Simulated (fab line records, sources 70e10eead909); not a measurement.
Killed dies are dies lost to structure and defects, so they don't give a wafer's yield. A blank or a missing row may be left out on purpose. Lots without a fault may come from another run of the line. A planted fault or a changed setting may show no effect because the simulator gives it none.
One fault seen from 2 desks | flow nand_harc | each desk has only its own numbers; what lay behind them comes last

THE DEFECT DESK
What the inspections along the route counted, lot by lot: means of the sampled wafers that have a number. A lot is out of limits, marked OUT, if its mean lies more than 4 standard deviations from the usual mean; the brackets give that distance.
Columns: A = raw_defect_count at NHARC_A_BLC_INSPECT_28, usual 551
lot  | first seen here | A
L515 | day 23 15:56    | 517
L517 | day 23 20:40    | 499
L516 | day 23 22:26    | 440
L519 | day 25 05:02    | 576
L521 | day 25 22:02    | 515
L520 | day 25 22:44    | 476
L522 | day 26 10:34    | 782
L524 | day 26 23:35    | 563
L525 | day 27 17:58    | 568
L529 | day 29 11:16    | 604
L533 | day 30 12:47    | 486
L532 | day 30 19:52    | 733
L536 | day 32 19:07    | 575
This desk's finding: nothing out of limits on any of the 13 lots.

THE TOOL OWNER'S DESK: arfi_scanner-03
The tool's own readings at NHARC_A_M0_EXPOSE_06 (exposes mask A M0, target cd 80 nm): means of the sampled wafers that have a number, for each lot that ran on this tool. A lot is out of limits, marked OUT, if its mean lies more than 4 standard deviations from the usual mean; the brackets give that distance.
Columns: A = exposure_dose_mJ_cm2 at NHARC_A_M0_EXPOSE_06, usual 83.23
lot  | first seen here | A
L516 | day 23 23:22    | 83.31
L520 | day 25 23:30    | 83.20
L522 | day 26 11:16    | 83.34
L524 | day 27 00:14    | 79.78 (-44) OUT
L525 | day 27 18:35    | 80.51 (-34) OUT
L529 | day 29 12:01    | 81.11 (-27) OUT
This desk's finding: out of limits on L524, L525, L529; first on L524, day 27 00:14 (exposure_dose_mJ_cm2 at NHARC_A_M0_EXPOSE_06). In limits: L516, L520, L522.

PUT TOGETHER
The tool owner's desk could have raised an alarm at day 27 00:14, on L524, L525, L529.
The defect desk saw nothing out of limits.
The defect desk has L524, L525, L529 on record, within its limits.
Of the lots named, all ran NHARC_A_M0_EXPOSE_06 on arfi_scanner-03.

WHAT THE SIMULATOR HAD PUT IN
Process parameter drift: arfi_scanner-03, from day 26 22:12 on, at NHARC_A_M0_EXPOSE_06. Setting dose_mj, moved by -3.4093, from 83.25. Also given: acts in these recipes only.
Lots struck among those shown: L524, L525, L529.
Hours from the fault's start to each desk's first reading out of limits: the tool owner's desk, 2.
